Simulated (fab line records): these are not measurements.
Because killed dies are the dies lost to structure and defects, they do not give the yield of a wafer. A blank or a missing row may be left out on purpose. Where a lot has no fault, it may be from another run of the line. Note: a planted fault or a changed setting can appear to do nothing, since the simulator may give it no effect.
Matching of chambers / flow nandHarc / NHARC_A_M1_DEP_33 on pecvd-04: 3 sister chambers
The step deposits SiCN, target thk 30 nm. 14 wafers are shown with their chamber, then 7 later ones without.

== WAFERS WITH THEIR CHAMBER ==
wafer=L076.1; chamber=0; heaterPowerW (W)=550
wafer=L076.3; chamber=1; heaterPowerW (W)=472
wafer=L076.4; chamber=1; heaterPowerW (W)=477
wafer=L076.2; chamber=2; heaterPowerW (W)=553
wafer=L076.5; chamber=0; heaterPowerW (W)=562
wafer=L076.6; chamber=2; heaterPowerW (W)=549
wafer=L078.1; chamber=0; heaterPowerW (W)=501
wafer=L078.2; chamber=2; heaterPowerW (W)=540
wafer=L078.5; chamber=0; heaterPowerW (W)=495
wafer=L080.1; chamber=1; heaterPowerW (W)=500
wafer=L080.2; chamber=0; heaterPowerW (W)=451
wafer=L080.5; chamber=1; heaterPowerW (W)=494
wafer=L083.2; chamber=0; heaterPowerW (W)=510
wafer=L083.5; chamber=1; heaterPowerW (W)=434

SIGNATURES (means of the wafers above)
reading=heaterPowerW; chamber 0=511.50; chamber 1=475.40; chamber 2=547.33; scatter within a chamber=31.4
Rule: for each reading, subtract the chamber's mean from the wafer's reading, divide by that reading's scatter and square the result; add these up over the readings and take the root, which gives the wafer's distance from the chamber. The wafer belongs to the nearest chamber; if the next one is less than 2 further off, it can't be placed. How the scatter is found: for the shown wafers, subtract from each reading the mean of its chamber, square and add these, divide the total by (wafers less chambers), then take the root.

== WAFERS WHOSE CHAMBER IS MISSING ==
wafer=L083.6; heaterPowerW (W)=587
wafer=L089.3; heaterPowerW (W)=561
wafer=L089.5; heaterPowerW (W)=438
wafer=L089.6; heaterPowerW (W)=564
wafer=L092.3; heaterPowerW (W)=507
wafer=L092.4; heaterPowerW (W)=379
wafer=L092.6; heaterPowerW (W)=514

== THE CHAMBER EACH PASSED THROUGH ==
wafer=L083.6; from the rows above=can't be placed: 2 or 0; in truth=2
wafer=L089.3; from the rows above=can't be placed: 2 or 0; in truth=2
wafer=L089.5; from the rows above=can't be placed: 1 or 0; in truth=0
wafer=L089.6; from the rows above=can't be placed: 2 or 0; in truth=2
wafer=L092.3; from the rows above=can't be placed: 0 or 1 or 2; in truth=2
wafer=L092.4; from the rows above=can't be placed: 1 or 0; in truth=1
wafer=L092.6; from the rows above=can't be placed: 0 or 2 or 1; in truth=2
0 of 7 placed correctly. Can't be placed from these rows: 7 (the true chamber is among the candidates in 7). Placed wrongly: 0.
